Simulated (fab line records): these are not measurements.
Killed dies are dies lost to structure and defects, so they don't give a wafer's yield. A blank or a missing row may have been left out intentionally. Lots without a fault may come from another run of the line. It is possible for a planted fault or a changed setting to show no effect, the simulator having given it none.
A struck lot beside a sound one || flow n5Finfet || 16 out of 1938 route steps
Sound: the wafers L292.2, L292.3, L292.4. Struck: wafer L286.5. (L286.6 of the same lot was not struck and is left out.) The cause comes at the end.
At each step with rows: each side's tool, then ch and its chambers, then its first start. Under that, the readings that differ: sound wafers || struck wafers || difference of the means || sigmas: that difference in standard deviations of wafers without a fault.
alike: readings with means less than 2 such deviations apart, plus words and numbers identical on both sides. not compared: withheld readings, readings lacking a value on some wafer, bounds such as >300 that could conceal the same value, and numbers that have no deviation in the record and whose values overlap.
A row with sigmas, a row that says differs or no value, or rows on one side alone: a step with any of these is where the two part. Numbers that have no deviation but don't overlap get no sigmas and don't part them. A reading that every wafer of one side lacks parts them only if that side has two wafers or more.

first, 8 steps without rows for these wafers: N5_MOL_CONTACT_COAG_COAT_76 (time 60 s, resist thk 10 nm); N5_MOL_CONTACT_COAG_COAT_77 (time 60 s, resist thk 10 nm); N5_MOL_CONTACT_COAG_COAT_78 (resist thk 40 nm); N5_MOL_CONTACT_COAG_EBR_80; N5_MOL_CONTACT_COAG_SOFTBAKE_79 (time 60 s); N5_MOL_CONTACT_COAG_EXPOSE_81 (exposes mask VG, defocus 0 nm); N5_MOL_CONTACT_COAG_PEB_82 (peb time 60 s); N5_MOL_CONTACT_COAG_DEVELOP_83 (develop time 30 s).
N5_MOL_CONTACT_COAG_CD_MEAS_84: target cd 25.1 nm.
  sound on cdSem-01 ch 0, day 8 23:54; struck on cdSem-02 ch 0, day 7 06:48
{"reading": "cdNm (nm)", "sound": "24.77 24.57 24.80", "struck": 25.58, "difference": "+0.87", "sigmas": "+3"}
N5_MOL_CONTACT_COAG_OVL_MEAS_85:
  sound on overlay-01 ch 0, day 8 23:56; struck on overlay-01 ch 0, day 7 06:51
  alike: VG_OVL
N5_MOL_CONTACT_COAG_INSPECT_57: inspects for defects (brightfield).
  sound: defectInspect-01 at day 8 23:59; struck: defectInspect-01 at day 7 06:53
{"reading": "rawDefectCount", "sound": "512 463 423", "struck": 223, "difference": -243, "sigmas": -3}
N5_MOL_CONTACT_COAG_DESCUM_88: chemistry O2, time 7 s.
  sound on rieDiel-06 ch 1,2,3, day 9 00:02; struck on rieDiel-05 ch 0, day 7 07:08
{"reading": "rfVppV (V)", "sound": "245.6 243.0 244.0", "struck": 240.5, "difference": -3.7, "sigmas": -2}
{"reading": "throttleValvePct (%)", "sound": "20.56 20.66 20.90", "struck": 20.11, "difference": -0.60, "sigmas": -2}
  alike: drypumpMotorCurrentA, oesProductAu, showerheadPlenumPTorr
  not compared: rfHoursCounterH
N5_MOL_CONTACT_COAG_ETCH_89: etches underlayer in N2/H2, target depth 13 nm, time 10.4 s.
  sound on rieDiel-06 ch 1,2,3, day 9 00:04; struck on rieDiel-05 ch 0, day 7 07:10
{"reading": "etchRfOnTimeS (s)", "sound": "10.44 10.40 10.40", "struck": 6.10, "difference": -4.31, "sigmas": -25}
{"reading": "oesProductAu (a.u.)", "sound": "0.73 0.61 0.58", "struck": 1.04, "difference": "+0.40", "sigmas": "+5"}
  alike: drypumpMotorCurrentA, rfVppV, showerheadPlenumPTorr, throttleValvePct
  not compared: rfHoursCounterH
N5_MOL_CONTACT_COAG_ETCH_90: etches SiARC in CF4, target depth 13 nm, time 21.7 s.
  sound on rieDiel-06 ch 1,2,3, day 9 00:05; struck on rieDiel-05 ch 0, day 7 07:12
  alike: drypumpMotorCurrentA, etchRfOnTimeS, oesProductAu, rfVppV, showerheadPlenumPTorr, throttleValvePct
  not compared: rfHoursCounterH
-- a jump in the record: the struck wafers' starts before and after are 3 days apart (it breaks off in module MOL_CONTACT_COAG and resumes in module BEOL_M4, where the first step shown is number 1111 of the route) --
N5_BEOL_M4_RC_MEAS_101:
  sound on prober-01 ch 0, day 11 16:14; struck on prober-02 ch 0, day 10 03:52
  alike: DIBL_N, DIBL_P, IOFF_N, IOFF_P, ION_N, ION_P, SS_N, SS_P, VT_N, VT_P
N5_PASSIVATION_PROBE_49:
  the record holds rows for the sound wafers here (prober-01, day 15 20:28) but none for the struck ones

WHERE THEY PART
First at N5_MOL_CONTACT_COAG_CD_MEAS_84; last, within this record, at N5_PASSIVATION_PROBE_49.

WHY: what had been put in by the simulator
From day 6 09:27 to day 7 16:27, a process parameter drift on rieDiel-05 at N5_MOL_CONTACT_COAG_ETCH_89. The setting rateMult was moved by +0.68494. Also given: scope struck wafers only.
